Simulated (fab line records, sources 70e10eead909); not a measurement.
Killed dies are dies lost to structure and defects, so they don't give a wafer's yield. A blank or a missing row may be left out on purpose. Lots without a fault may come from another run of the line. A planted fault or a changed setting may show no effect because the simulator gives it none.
fab line records | flow nand_harc
record lots=13 wafers=39 last_day=33
route steps=1302 shown A_CONTACT@1016 THIN_TSV@1270 END@1302
lots that met no fault: from a run of the same line without faults
start_h: hours from the record's first day to the start of the lot's first wafer shown | wait_h: hours since the lot's step before | " the same as in the row above | L1.1+2: a row that stands for several wafers | - no value, or no start given | * or withheld: withheld | < > ~ a bound
route shown NAME@n: a module of which the file shows steps, and the number in the route of the first | usual: mean/standard deviation of fault-free wafers | same: alike in all rows | chamber/n: place in a boat | sites: the reading at each site | _std_site: their standard deviation | _edge_site: outer sites' mean less inner sites' | radius_mm: how far each site lies from the wafer's centre | mask NAME#n: copy n | behind: the tool/chamber that last shaped the wafer | hold: why the lot was held/for how many hours/how that ended | device: the transistor (n, p or np) that didn't switch | end of line: the same wafers' tests at the end of the route | a step without rows: its recipe alone | killed: dies lost to structure and defects at the first sort, not the wafer's yield | map: a wafer's dies, x killed, . not, _ none there
set.NAME: the setting as run; set.NAME@STEP: as run at that earlier step | model.NAME: the simulator's own value behind a step, which no gauge read
steps of the route over a sample of lots; a table a step, a row a wafer
services: from which hour (start_h, from the record's first day; less than 0 if before it) a tool's chamber was out of use, for how many hours, and why
## steps
# step NHARC_A_CONTACT_ETCH_122
# recipe source_w=withheld pressure_mtorr=20 bias_v=3000 time_s=190 target_depth_a=18500 ar_flow_sccm=withheld c4f8_flow_sccm=withheld o2_flow_sccm=withheld chemistry=C4F8/O2/Ar
# usual chamber_pressure_mTorr=20.002/0.022
# columns lot.wafer tool chamber start_h wait_h chamber_pressure_mTorr rf_hours_counter_h
L428.3 har_cap_etch-03 1 509.49 0.1 20.006 -
L428.4 " 0 " " 20.010 -
L428.6 " 1 " " 19.972 -
L431.1 har_cap_etch-01 0 519.61 0.1 20.009 2
L431.4 " 1 " " 20.012 -
L431.6 " 1 " " 19.989 -
L433.1 har_cap_etch-03 1 524.42 0.1 19.985 47
L433.2 " 0 " " 20.007 47
L433.6 " 1 " " 19.998 -
L430.1 har_cap_etch-02 0 529.31 0.2 19.960 94
L430.2 " 1 " " 20.013 94
L430.4 " 1 " " 19.990 -
L436.2 har_cap_etch-01 0 577.24 0.1 20.009 11
L436.1 " 1 " " 20.019 11
L436.4 " 1 " " 20.005 -
L435.2 har_cap_etch-03 1 580.37 0.1 20.026 56
L435.3 " 0 " " 20.022 -
L435.6 " 0 " " 20.007 -
L437.3 har_cap_etch-01 0 591.78 0.1 20.026 -
L437.5 " 0 " " 19.977 -
L437.6 " 1 " " 19.998 -
L440.3 har_cap_etch-01 1 608.01 0.1 19.986 -
L440.6 " 1 " " 19.993 -
L440.5 " 0 " " 19.993 -
L443.1 har_cap_etch-03 1 629.79 0.1 20.024 64
L443.3 " 1 " " 19.992 -
L443.6 " 1 " " 19.965 -
L444.4 har_cap_etch-01 0 670.35 0.1 19.993 -
L444.3 " 1 " " 20.013 -
L444.5 " 0 " " 19.982 -
L447.2 har_cap_etch-01 1 689.95 0.1 19.974 32
L447.1 " 0 " " 19.963 32
L447.6 " 1 " " 19.994 -
L448.2 har_cap_etch-02 0 699.72 0.1 20.002 123
L448.3 " 0 " " 20.061 -
L448.6 " 0 " " 19.995 -
L451.1 har_cap_etch-02 1 728.77 0.2 20.008 129
L451.6 " 1 " " 20.019 -
L451.5 " 0 " " 20.033 -
# step NHARC_THIN_TSV_DEGAS_49
# recipe temp_c=300 time_s=120
# usual heater_power_w=491/39 susceptor_temp_C=300.04/0.21
# columns lot.wafer tool chamber start_h wait_h heater_power_w susceptor_temp_C
L428.3 pvd_sputter-01 - 560.84 0.1 466 300.04
L428.4 " - " " 505 299.64
L428.6 " - " " 554 300.09
L431.4 pvd_sputter-03 - 571.98 0.1 489 300.15
L431.1 " - " " 513 300.12
L431.6 " - " " 473 300.48
L433.1 pvd_sputter-01 - 580.62 0.2 461 299.71
L433.2 " - " " 516 299.87
L433.6 " - " " 586 300.02
L430.4 pvd_sputter-02 - 585.59 0.1 488 -
L430.2 " - " " 501 -
L430.1 " - " " 424 -
L436.2 pvd_sputter-01 - 630.47 0.1 524 300.05
L436.4 " - " " 487 300.03
L436.1 " - " " 539 299.97
L435.2 pvd_sputter-03 - 634.45 0.1 468 300.19
L435.3 " - " " 518 299.87
L435.6 " - " " 463 300.19
L437.3 pvd_sputter-03 - 643.73 0.1 484 299.95
L437.6 " - " " 452 300.07
L437.5 " - " " 474 299.90
L440.3 pvd_sputter-02 - 670.70 0.1 420 300.21
L440.5 " - " " 524 299.69
L440.6 " - " " 433 299.86
L443.3 pvd_sputter-03 - 683.28 0.1 456 299.79
L443.1 " - " " 457 300.08
L443.6 " - " " 502 299.58
L444.3 pvd_sputter-02 - 726.49 0.1 467 300.12
L444.4 " - " " 529 299.83
L444.5 " - " " 524 300.65
L447.1 pvd_sputter-03 - 749.48 0.1 446 299.99
L447.2 " - " " 486 300.30
L447.6 " - " " 446 300.09
L448.2 pvd_sputter-03 - 760.28 0.2 478 299.96
L448.3 " - " " 496 300.20
L448.6 " - " " 480 300.03
L451.1 pvd_sputter-02 - 782.01 0.1 423 -
L451.6 " - " " 412 -
L451.5 " - " " 474 -
# step NHARC_THIN_TSV_ANNEAL_52
# recipe temp_c=225 time_s=90
# usual wafer_temp_C_max=225.71/0.2
# columns lot.wafer tool chamber start_h wait_h wafer_temp_C_max
L428.3 rtp_anneal-01 0 562.15 0.5 225.66
L428.4 " 0 " " 225.71
L428.6 " 0 " " 225.79
L431.1 rtp_anneal-01 0 573.15 0.6 225.68
L431.4 " 0 " " 225.66
L431.6 " 0 " " 225.77
L433.1 rtp_anneal-01 0 581.79 0.5 225.63
L433.2 " 0 " " 225.73
L433.6 " 0 " " 225.59
L430.1 rtp_anneal-02 0 586.77 0.6 225.77
L430.2 " 0 " " 226.16
L430.4 " 0 " " 226.16
L436.1 rtp_anneal-01 0 631.68 0.7 225.61
L436.2 " 0 " " 225.75
L436.4 " 0 " " 225.92
L435.2 rtp_anneal-01 0 635.68 0.7 225.51
L435.3 " 0 " " 225.44
L435.6 " 0 " " 225.19
L437.3 rtp_anneal-02 0 645.10 0.4 225.52
L437.5 " 0 " " 225.69
L437.6 " 0 " " 225.56
L440.3 rtp_anneal-02 0 671.98 0.4 225.50
L440.5 " 0 " " 225.83
L440.6 " 0 " " 225.62
L443.1 rtp_anneal-01 0 684.47 0.6 225.51
L443.3 " 0 " " 225.44
L443.6 " 0 " " 225.59
L444.3 rtp_anneal-02 0 727.78 0.4 225.43
L444.4 " 0 " " 225.40
L444.5 " 0 " " 225.83
L447.1 rtp_anneal-01 0 750.69 0.6 226.14
L447.2 " 0 " " 225.98
L447.6 " 0 " " 225.66
L448.2 rtp_anneal-02 0 761.50 0.7 225.85
L448.3 " 0 " " 225.58
L448.6 " 0 " " 225.64
L451.1 rtp_anneal-01 0 783.19 0.5 225.72
L451.5 " 0 " " 225.97
L451.6 " 0 " " 225.92
# step NHARC_THIN_TSV_STRIP_56
# recipe power_w=1500 temp_c=250 chemistry=O2
# usual drypump_motor_current_A=5.9/0.4 heater_power_w=348/44
# columns lot.wafer tool chamber start_h wait_h drypump_motor_current_A heater_power_w rf_hours_counter_h
L428.4 plasma_asher-01 0 564.63 0.2 5.8 363 -
L428.3 " 1 " " 5.4 390 -
L428.6 " 0 " " 5.8 372 -
L431.1 plasma_asher-02 1 575.75 0.1 6.5 277 30
L431.4 " 0 " " 5.7 318 -
L431.6 " 1 " " 6.5 273 -
L433.1 plasma_asher-02 0 584.40 0.1 5.7 327 33
L433.2 " 1 " " 6.5 273 33
L433.6 " 1 " " 6.5 271 -
L430.2 plasma_asher-01 0 589.32 0.2 5.8 353 13
L430.1 " 1 " " 5.5 392 13
L430.4 " 0 " " 5.9 355 -
L436.1 plasma_asher-02 1 634.39 0.1 6.5 281 3
L436.2 " 0 " " 5.7 356 3
L436.4 " 1 " " 6.5 278 -
L435.2 plasma_asher-02 0 638.27 0.1 5.7 351 3
L435.3 " 1 " " 6.6 277 -
L435.6 " 1 " " 6.5 280 -
L437.3 plasma_asher-01 0 647.70 0.2 5.9 361 -
L437.6 " 1 " " 5.5 401 -
L437.5 " 0 " " 5.8 373 -
L440.3 plasma_asher-01 0 674.57 0.2 5.8 368 -
L440.6 " 0 " " 5.8 357 -
L440.5 " 1 " " 5.4 389 -
L443.1 plasma_asher-02 1 686.98 0.1 6.6 277 17
L443.3 " 1 " " 6.5 285 -
L443.6 " 1 " " 6.5 287 -
L444.3 plasma_asher-01 1 730.24 0.2 5.5 408 -
L444.4 " 0 " " 5.9 350 -
L444.5 " 1 " " 5.4 423 -
L447.1 plasma_asher-01 1 753.28 0.1 5.4 403 9
L447.2 " 0 " " 5.8 352 9
L447.6 " 1 " " 5.4 413 -
L448.2 plasma_asher-02 0 764.04 0.1 5.7 346 34
L448.3 " 1 " " 6.5 277 -
L448.6 " 1 " " 6.5 285 -
L451.1 plasma_asher-01 1 785.77 0.1 5.4 414 16
L451.6 " 1 " " 5.4 421 -
L451.5 " 0 " " 5.8 349 -
# step NHARC_END_SORT_01
# recipe temp_c=25
# usual killed_at_array=53/18 killed_at_other=0.9/1.3 killed_at_periphery=4/3.1 killed_dies=58/18 killed_open=3.4/2 killed_short=2.5/1.8
# same gross_dies=677
# columns lot.wafer tool chamber start_h wait_h killed_at_array killed_at_other killed_at_periphery killed_dies killed_open killed_short
L431.1 prober-01 0 584.11 2.5 44 1 3 48 6 2
L431.4 prober-01 0 586.52 3.4 43 0 1 44 1 1
L431.6 prober-01 0 588.13 4.0 46 1 3 50 3 3
L430.1 prober-01 0 602.16 2.5 72 1 4 77 7 3
L430.2 prober-01 0 602.96 2.8 54 0 3 57 2 1
L430.4 prober-01 0 604.58 3.4 68 2 3 73 6 3
L436.1 prober-01 0 642.78 2.5 73 2 2 77 6 2
L436.2 prober-01 0 643.58 2.8 89 1 0 90 5 1
L436.4 prober-01 0 645.17 3.4 63 1 2 66 0 1
L435.2 prober-02 0 647.44 2.8 26 4 7 37 1 5
L435.3 prober-02 0 648.24 3.1 40 2 4 46 5 4
L435.6 prober-02 0 650.65 4.0 31 4 4 39 2 1
L437.3 prober-01 0 657.73 3.1 41 1 5 47 0 4
L437.5 prober-01 0 659.34 3.7 54 3 8 65 4 5
L437.6 prober-01 0 660.14 4.0 71 2 4 77 1 3
L444.3 prober-01 0 739.03 3.1 109 1 6 116 5 4
L444.4 prober-01 0 739.82 3.4 155 1 4 160 7 0
L444.5 prober-01 0 740.62 3.7 172 0 0 172 5 6
L447.1 prober-01 0 761.83 2.5 154 0 11 165 4 3
L447.2 prober-01 0 762.65 2.9 117 0 7 124 1 2
L447.6 prober-01 0 765.90 4.1 87 1 6 94 3 2
# killed by level:class
L431.1 A_SLIT:chamber_film_flake=19 A_CHANNEL_HOLE_D2:chamber_film_flake=7 A_CHANNEL_HOLE_D1:chamber_film_flake=4 A_WL_FILL:chamber_film_flake=3 A_M1:geometric_particle:open=2 P_GATE:chamber_film_flake=2 A_STAIRCASE:chamber_film_flake=2 A_CONTACT:chamber_film_flake=2
L431.4 A_SLIT:chamber_film_flake=17 A_CHANNEL_HOLE_D2:chamber_film_flake=9 A_CHANNEL_HOLE_D1:chamber_film_flake=4 A_CONTACT:chamber_film_flake=4 A_STAIRCASE:chamber_film_flake=3 A_DECK1_JOINT:chamber_film_flake=2 A_WL_FILL:chamber_film_flake=2 P_M1:geometric_particle:open=1
L431.6 A_SLIT:chamber_film_flake=23 A_CONTACT:chamber_film_flake=8 A_CHANNEL_HOLE_D2:chamber_film_flake=5 A_ONON_D1:geometric_particle:short=2 P_GATE:chamber_film_flake=2 A_STAIRCASE:chamber_film_flake=2 P_M0:geometric_particle:open=1 A_CHANNEL_HOLE_D1:geometric_particle:open=1
L430.1 A_CHANNEL_HOLE_D2:chamber_film_flake=35 A_CHANNEL_HOLE_D1:chamber_film_flake=18 A_STAIRCASE:chamber_film_flake=4 A_CONTACT:chamber_film_flake=3 A_ONON_D2:geometric_particle:short=2 P_GATE:chamber_film_flake=2 A_SLIT:chamber_film_flake=2 P_GATE:geometric_particle:open=1
L430.2 A_CHANNEL_HOLE_D1:chamber_film_flake=29 A_CHANNEL_HOLE_D2:chamber_film_flake=15 A_STAIRCASE:chamber_film_flake=3 A_SLIT:chamber_film_flake=3 A_CONTACT:chamber_film_flake=3 P_CONTACT:geometric_particle:short=1 P_M0:geometric_particle:open=1 A_CHANNEL_FILL_D2:geometric_particle:open=1
L430.4 A_CHANNEL_HOLE_D2:chamber_film_flake=25 A_CHANNEL_HOLE_D1:chamber_film_flake=19 A_CONTACT:chamber_film_flake=9 A_STAIRCASE:chamber_film_flake=3 A_M1:chamber_film_flake=3 P_CONTACT:geometric_particle:open=2 A_ONON_D1:geometric_particle:short=2 A_DECK1_JOINT:geometric_particle:open=2
L436.1 A_SLIT:chamber_film_flake=24 A_CHANNEL_HOLE_D1:chamber_film_flake=16 A_CONTACT:chamber_film_flake=14 A_CHANNEL_HOLE_D2:chamber_film_flake=8 A_WL_FILL:geometric_particle:short=2 A_BLC:geometric_particle:open=2 P_CONTACT:chamber_film_flake=2 A_WL_FILL:chamber_film_flake=2
L436.2 A_SLIT:chamber_film_flake=27 A_CHANNEL_HOLE_D2:chamber_film_flake=26 A_CHANNEL_HOLE_D1:chamber_film_flake=19 A_CONTACT:chamber_film_flake=8 A_CHANNEL_HOLE_D1:geometric_particle:short=1 A_DECK1_JOINT:geometric_particle:open=1 A_ONON_D2:geometric_particle:open=1 A_CONTACT:geometric_particle:open=1
L436.4 A_SLIT:chamber_film_flake=30 A_CHANNEL_HOLE_D2:chamber_film_flake=14 A_CHANNEL_HOLE_D1:chamber_film_flake=10 A_CONTACT:chamber_film_flake=8 A_CHANNEL_HOLE_D1:geometric_particle:short=1 P_STI:chamber_film_flake=1 P_CONTACT:chamber_film_flake=1 THIN_TSV:chamber_film_flake=1
L435.2 A_CHANNEL_HOLE_D2:chamber_film_flake=14 A_CONTACT:chamber_film_flake=4 THIN_TSV:chamber_film_flake=4 A_CHANNEL_HOLE_D1:chamber_film_flake=3 A_CHANNEL_FILL_D2:geometric_particle:short=2 P_ZERO_WELL:chamber_film_flake=2 P_STI:geometric_particle:short=1 P_M0:geometric_particle:short=1
L435.3 A_CHANNEL_HOLE_D2:chamber_film_flake=20 A_CHANNEL_HOLE_D1:chamber_film_flake=4 A_ONON_D1:geometric_particle:short=3 P_BONDPAD:chamber_film_flake=3 A_ONON_D1:geometric_particle:open=2 A_CHANNEL_FILL_D2:geometric_particle:open=2 A_SGD_CUT:chamber_film_flake=2 A_SLIT:chamber_film_flake=2
L435.6 A_CHANNEL_HOLE_D2:chamber_film_flake=18 A_CHANNEL_HOLE_D1:chamber_film_flake=5 THIN_TSV:chamber_film_flake=4 P_GATE:chamber_film_flake=2 P_BONDPAD:chamber_film_flake=2 A_DECK1_JOINT:chamber_film_flake=2 A_SLIT:chamber_film_flake=2 A_ONON_D1:geometric_particle:open=1
L437.3 A_CHANNEL_HOLE_D1:chamber_film_flake=19 A_CHANNEL_HOLE_D2:chamber_film_flake=13 A_CONTACT:chamber_film_flake=3 P_GATE:chamber_film_flake=2 A_WL_FILL:chamber_film_flake=2 P_CONTACT:geometric_particle:short=1 A_ONON_D1:geometric_particle:short=1 A_DECK1_JOINT:geometric_particle:short=1
L437.5 A_CHANNEL_HOLE_D1:chamber_film_flake=21 A_CHANNEL_HOLE_D2:chamber_film_flake=14 A_CONTACT:chamber_film_flake=7 P_GATE:chamber_film_flake=3 P_CONTACT:chamber_film_flake=3 A_STAIRCASE:chamber_film_flake=2 A_ONON_D1:geometric_particle:short=2 A_CHANNEL_FILL_D1:chamber_film_flake=2
L437.6 A_CHANNEL_HOLE_D1:chamber_film_flake=33 A_CHANNEL_HOLE_D2:chamber_film_flake=21 A_CONTACT:chamber_film_flake=6 A_DECK1_JOINT:geometric_particle:short=3 P_BONDPAD:chamber_film_flake=3 A_WL_FILL:chamber_film_flake=2 THIN_TSV:chamber_film_flake=2 A_SGD_CUT:chamber_film_flake=2
L444.3 A_CONTACT:unspecified=50 A_CHANNEL_HOLE_D1:chamber_film_flake=34 A_CHANNEL_HOLE_D2:chamber_film_flake=5 A_SLIT:chamber_film_flake=4 A_CONTACT:chamber_film_flake=4 A_STAIRCASE:chamber_film_flake=3 P_GATE:chamber_film_flake=2 P_CONTACT:chamber_film_flake=2
L444.4 A_CONTACT:unspecified=100 A_CHANNEL_HOLE_D1:chamber_film_flake=21 A_CHANNEL_HOLE_D2:chamber_film_flake=18 A_STAIRCASE:chamber_film_flake=5 A_SLIT:chamber_film_flake=3 P_M0:geometric_particle:open=2 A_WL_FILL:geometric_particle:open=2 A_WL_FILL:chamber_film_flake=2
L444.5 A_CONTACT:unspecified=92 A_CHANNEL_HOLE_D1:chamber_film_flake=35 A_CHANNEL_HOLE_D2:chamber_film_flake=18 A_CONTACT:chamber_film_flake=5 A_STAIRCASE:chamber_film_flake=4 A_SLIT:chamber_film_flake=4 A_DECK1_JOINT:geometric_particle:short=2 A_M0:geometric_particle:open=2
L447.1 A_CONTACT:unspecified=96 A_CHANNEL_HOLE_D1:chamber_film_flake=21 A_SLIT:chamber_film_flake=21 A_STAIRCASE:chamber_film_flake=7 P_ZERO_WELL:chamber_film_flake=3 A_CONTACT:chamber_film_flake=3 A_M0:geometric_particle:open=2 P_GATE:chamber_film_flake=2
L447.2 A_CONTACT:unspecified=55 A_CHANNEL_HOLE_D1:chamber_film_flake=33 A_SLIT:chamber_film_flake=20 P_ZERO_WELL:chamber_film_flake=2 P_GATE:chamber_film_flake=2 A_CHANNEL_FILL_D1:chamber_film_flake=2 A_STAIRCASE:chamber_film_flake=2 P_GATE:geometric_particle:open=1
L447.6 A_CONTACT:unspecified=43 A_CHANNEL_HOLE_D1:chamber_film_flake=17 A_SLIT:chamber_film_flake=13 P_GATE:chamber_film_flake=3 A_CHANNEL_HOLE_D2:chamber_film_flake=3 A_STAIRCASE:chamber_film_flake=3 A_DECK1_JOINT:chamber_film_flake=2 P_M0:geometric_particle:open=1
## services
# columns tool chamber start_h hours kind
har_cap_etch-01 - 497.45 17.0 pm
plasma_asher-01 - 519.00 9.0 pm
pvd_sputter-03 - 526.05 10.0 pm
har_cap_etch-01 - 540.72 0.5 repair
pvd_sputter-01 - 582.00 10.0 pm
plasma_asher-02 - 585.82 4.3 repair
plasma_asher-01 - 594.24 2.0 repair
plasma_asher-02 - 603.60 9.0 pm
pvd_sputter-01 - 615.47 4.1 repair
pvd_sputter-03 - 615.99 1.2 repair
pvd_sputter-02 - 638.00 10.0 pm
pvd_sputter-03 - 670.10 2.4 repair
pvd_sputter-01 - 681.56 3.2 repair
plasma_asher-01 - 696.00 9.0 pm
pvd_sputter-03 - 704.05 10.0 pm
pvd_sputter-01 - 706.84 2.3 repair
pvd_sputter-03 - 724.80 2.7 repair
pvd_sputter-01 - 730.99 5.3 repair
rtp_anneal-02 - 744.00 12.0 pm
har_cap_etch-02 - 754.00 17.0 pm
pvd_sputter-01 - 760.00 10.0 pm
pvd_sputter-03 - 776.33 3.8 repair
plasma_asher-02 - 780.60 9.0 pm
har_cap_etch-01 - 784.30 2.1 repair
## key
first_sign step=NHARC_END_SORT_01 reading=killed_dies direction=up sigmas=4.5 usual=58 struck=138 wafers_moved=5
effect step=NHARC_END_SORT_01 reading=killed_at_array direction=up sigmas=4.5 usual=53 struck=132 wafers_moved=5
more_kills_born_at NHARC_A_CONTACT_ETCH_122@har_cap_etch-01=436
met_at NHARC_A_CONTACT_ETCH_122
struck_lots L444,L447
tester_left_out L444,L447
not_acting_at NHARC_THIN_TSV_DEGAS_49,NHARC_THIN_TSV_ANNEAL_52,NHARC_THIN_TSV_STRIP_56
onset_between 608.01 670.35
fault kind=chamber_particle_source tool=har_cap_etch-01 chamber=- onset_h=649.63 steps=NHARC_A_CONTACT_ETCH_122 rate_per_visit_cm2=1.6431 end_h=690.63
# tester_left_out: of these lots the tester's yield and bins aren't shown, on N5 and GAA mostly nor the transistor test; their killed dies are dies lost to structure and defects alone, not to doping, threshold or leakage, so they don't give the yield
